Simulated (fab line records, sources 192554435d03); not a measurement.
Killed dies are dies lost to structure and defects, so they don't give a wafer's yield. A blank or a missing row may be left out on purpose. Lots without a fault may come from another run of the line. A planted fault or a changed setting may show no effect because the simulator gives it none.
Which tool did it? | flow n5_finfet | 15 lots, 41 wafers sampled, at 5 steps of a route of 1938

WHAT THE GAUGES READ, wafer by wafer
N5_BEOL_M13_THK_MEAS_01.
lot  | measured     | on            | M13_ILD_THK (nm)
L646 | day 11 15:36 | film_metro-02 | 839 856 843
L644 | day 11 17:17 | film_metro-02 | 828 819 844
L647 | day 12 05:37 | film_metro-02 | 833 828 840
L648 | day 12 05:46 | film_metro-01 | 843 848 839
L649 | day 12 06:17 | film_metro-02 | 843 832 843
L651 | day 12 22:07 | film_metro-02 | 836 853 834
L652 | day 13 05:52 | film_metro-02 | 844 846
L653 | day 13 14:28 | film_metro-01 | 838 842 827
L655 | day 13 23:25 | film_metro-02 | 820 857
L660 | day 15 17:21 | film_metro-01 | 839 848 834
L661 | day 16 15:39 | film_metro-01 | 842 844
L662 | day 16 22:11 | film_metro-02 | 849 838 832
L664 | day 17 01:10 | film_metro-01 | 844 835 859
L665 | day 18 02:01 | film_metro-02 | 848 849 843
L667 | day 18 02:41 | film_metro-02 | 821 846

N5_BEOL_M13_CD_MEAS_28: target cd 209.5 nm.
lot  | measured     | on        | cd_nm (nm)
L646 | day 11 16:51 | cd_sem-03 | 209.0 206.7 208.4
L644 | day 11 18:45 | cd_sem-03 | 208.2 208.6 207.6
L647 | day 12 07:07 | cd_sem-03 | 208.3 208.7 208.5
L648 | day 12 07:10 | cd_sem-03 | 212.0 210.4 209.9
L649 | day 12 07:32 | cd_sem-03 | 207.2 207.2 209.0
L651 | day 12 23:37 | cd_sem-01 | 212.9 211.5 212.4
L652 | day 13 07:22 | cd_sem-02 | 292.5 290.1
L653 | day 13 15:43 | cd_sem-01 | 294.2 295.0 209.3
L655 | day 14 00:58 | cd_sem-01 | 207.9 288.2
L660 | day 15 18:37 | cd_sem-02 | 207.6 207.9 205.7
L661 | day 16 17:02 | cd_sem-02 | 208.7 209.0
L662 | day 16 23:26 | cd_sem-02 | 209.0 209.3 210.2
L664 | day 17 02:40 | cd_sem-01 | 210.6 210.5 208.5
L665 | day 18 03:24 | cd_sem-01 | 209.6 209.3 210.0
L667 | day 18 03:56 | cd_sem-03 | 209.6 209.6

WHICH TOOL RAN EACH LOT (tool, then ch and the chambers of the sampled wafers, then the start)
lot  | N5_BEOL_M12_DEP_53              | N5_BEOL_M13_DESCUM_15              | N5_BEOL_M13_EXPOSE_25
L646 | pecvd-02 ch 0,1,2, day 11 15:19 | rie_diel-02 ch 0,3, day 11 15:59   | krf_scanner-01 ch 0, day 11 16:41
L644 | pecvd-03 ch 0,1, day 11 16:59   | rie_diel-01 ch 2,3, day 11 17:46   | krf_scanner-02 ch 0, day 11 18:35
L647 | pecvd-01 ch 0,2, day 12 05:21   | rie_diel-03 ch 0,2,3, day 12 06:08 | krf_scanner-01 ch 0, day 12 06:57
L648 | pecvd-03 ch 0,1,2, day 12 05:29 | rie_diel-01 ch 0,1,3, day 12 06:11 | krf_scanner-01 ch 0, day 12 06:59
L649 | pecvd-01 ch 0,2, day 12 06:01   | rie_diel-03 ch 1,3, day 12 06:41   | krf_scanner-01 ch 0, day 12 07:23
L651 | pecvd-02 ch 0,1, day 12 21:50   | rie_diel-01 ch 0,1, day 12 22:38   | krf_scanner-02 ch 0, day 12 23:27
L652 | pecvd-01 ch 0,1, day 13 05:35   | rie_diel-01 ch 0, day 13 06:23     | krf_scanner-01 ch 0, day 13 07:12
L653 | pecvd-02 ch 0,1,2, day 13 14:10 | rie_diel-02 ch 0,1,2, day 13 14:52 | krf_scanner-01 ch 0, day 13 15:33
L655 | pecvd-01 ch 0,1, day 13 23:09   | rie_diel-03 ch 0,2, day 13 23:56   | krf_scanner-01 ch 0, day 14 00:48
L660 | pecvd-01 ch 0,1, day 15 17:04   | rie_diel-03 ch 0,2,3, day 15 17:44 | krf_scanner-02 ch 0, day 15 18:26
L661 | pecvd-02 ch 0,2, day 16 15:22   | rie_diel-01 ch 0,3, day 16 16:02   | krf_scanner-01 ch 0, day 16 16:52
L662 | pecvd-03 ch 0,1,2, day 16 21:55 | rie_diel-02 ch 1,2, day 16 22:35   | krf_scanner-01 ch 0, day 16 23:17
L664 | pecvd-01 ch 0,1,2, day 17 00:53 | rie_diel-03 ch 0,1,2, day 17 01:41 | krf_scanner-01 ch 0, day 17 02:30
L665 | pecvd-03 ch 0,2, day 18 01:41   | rie_diel-03 ch 0,1,2, day 18 02:25 | krf_scanner-02 ch 0, day 18 03:14
L667 | pecvd-03 ch 0,2, day 18 02:21   | rie_diel-02 ch 1,2, day 18 03:04   | krf_scanner-01 ch 0, day 18 03:46
- N5_BEOL_M12_DEP_53: deposits SiCN from 3MS/NH3, target thk 30 nm, time 10.5 s.
- N5_BEOL_M13_DESCUM_15: chemistry O2, time 7.9 s.
- N5_BEOL_M13_EXPOSE_25: exposes mask M13, target cd 210 nm.

WHAT THE TOOLS THEMSELVES READ (means of the sampled wafers that have a number; where no wafer has one, the mark that the record gives instead)
N5_BEOL_M12_DEP_53.
lot  | tool     | rf_fwd_power_W (W) | showerhead_plenum_p_Torr (Torr) | showerhead_vpp_V (V) | throttle_valve_pct (%)
L646 | pecvd-02 | 668.4              | 4.171                           | 1584                 | 18.2
L644 | pecvd-03 | 665.8              | 4.168                           | 1608                 | 17.6
L647 | pecvd-01 | 666.6              | 4.163                           | 1626                 | 18.4
L648 | pecvd-03 | 665.4              | 4.167                           | 1612                 | 17.2
L649 | pecvd-01 | 664.8              | 4.172                           | 1642                 | 18.2
L651 | pecvd-02 | 669.5              | 4.173                           | 1650                 | 18.7
L652 | pecvd-01 | 667.2              | 4.159                           | 1636                 | 18.2
L653 | pecvd-02 | 664.9              | 4.171                           | 1598                 | 18.3
L655 | pecvd-01 | 666.5              | 4.163                           | 1636                 | 18.2
L660 | pecvd-01 | 668.0              | 4.162                           | 1634                 | 18.3
L661 | pecvd-02 | 665.3              | 4.161                           | 1530                 | 18.4
L662 | pecvd-03 | 664.5              | 4.177                           | 1597                 | 17.5
L664 | pecvd-01 | 666.6              | 4.161                           | 1630                 | 18.3
L665 | pecvd-03 | 665.8              | 4.176                           | 1595                 | 17.3
L667 | pecvd-03 | 666.0              | 4.173                           | 1616                 | 17.3

N5_BEOL_M13_DESCUM_15.
lot  | tool        | drypump_motor_current_A (A) | oes_product_au (a.u.) | rf_fwd_power_W (W) | rf_vpp_V (V) | showerhead_plenum_p_Torr (Torr) | throttle_valve_pct (%)
L646 | rie_diel-02 | 6.0                         | 0.75                  | 49.26              | 241.9        | 2.00                            | 20.47
L644 | rie_diel-01 | 5.6                         | 0.85                  | 49.27              | 244.0        | 2.09                            | 20.20
L647 | rie_diel-03 | 5.7                         | 0.78                  | 49.62              | 242.7        | 2.10                            | 20.24
L648 | rie_diel-01 | 5.9                         | 0.85                  | 49.51              | 244.4        | 2.12                            | 20.07
L649 | rie_diel-03 | 6.4                         | 0.81                  | 49.53              | 244.0        | 2.13                            | 20.41
L651 | rie_diel-01 | 6.2                         | 0.81                  | 49.37              | 244.3        | 2.13                            | 20.09
L652 | rie_diel-01 | 6.4                         | 0.78                  | 49.38              | 243.8        | 2.09                            | 20.13
L653 | rie_diel-02 | 5.7                         | 0.82                  | 49.21              | 241.9        | 2.01                            | 20.49
L655 | rie_diel-03 | 5.3                         | 0.73                  | 49.55              | 243.3        | 2.08                            | 20.26
L660 | rie_diel-03 | 5.7                         | 0.75                  | 49.72              | 243.3        | 2.09                            | 20.27
L661 | rie_diel-01 | 6.0                         | 0.81                  | 49.65              | 243.1        | 2.06                            | 20.15
L662 | rie_diel-02 | 6.0                         | 0.90                  | 49.34              | 243.1        | 2.09                            | 20.41
L664 | rie_diel-03 | 5.6                         | 0.70                  | 49.54              | 243.6        | 2.10                            | 20.50
L665 | rie_diel-03 | 5.6                         | 0.70                  | 49.49              | 243.7        | 2.09                            | 20.50
L667 | rie_diel-02 | 5.8                         | 0.90                  | 49.33              | 244.0        | 2.12                            | 20.41

THE ANSWER, worked out from the rows above alone
Rule: what is usual is taken from the lots themselves. Put in order of their means at a reading, lots are off if they are a third of the lots or fewer, leave a main group of 4 or more, and stand apart from it by a gap of 3 or more times the standard deviation of the main group's means; of several such gaps the widest counts. A main group whose means are all the same, to the digits that the tables above print for the reading, isn't used. A lot without any number at a reading at which 4 lots or more have one is off too. The other lots that the step has rows for count as sound. The gauges are gone through in route order, then the tools' own readings, and for those a lot's mean is taken as printed above. The first step at which some lot is off is used, and at that step the reading that is off furthest; a lot without a number counts as furthest.
Off: L652, L653, L655, at N5_BEOL_M13_CD_MEAS_28 (cd_nm). The main group: mean 209.2 nm, standard deviation 1.4.
A tool fits if, at a process step before that reading, it ran every lot that is off, and no sound lot after the first of them. The gauges at N5_BEOL_M13_CD_MEAS_28 are tried like those tools. None of those tried fits.

WHAT THE SIMULATOR HAD PUT IN
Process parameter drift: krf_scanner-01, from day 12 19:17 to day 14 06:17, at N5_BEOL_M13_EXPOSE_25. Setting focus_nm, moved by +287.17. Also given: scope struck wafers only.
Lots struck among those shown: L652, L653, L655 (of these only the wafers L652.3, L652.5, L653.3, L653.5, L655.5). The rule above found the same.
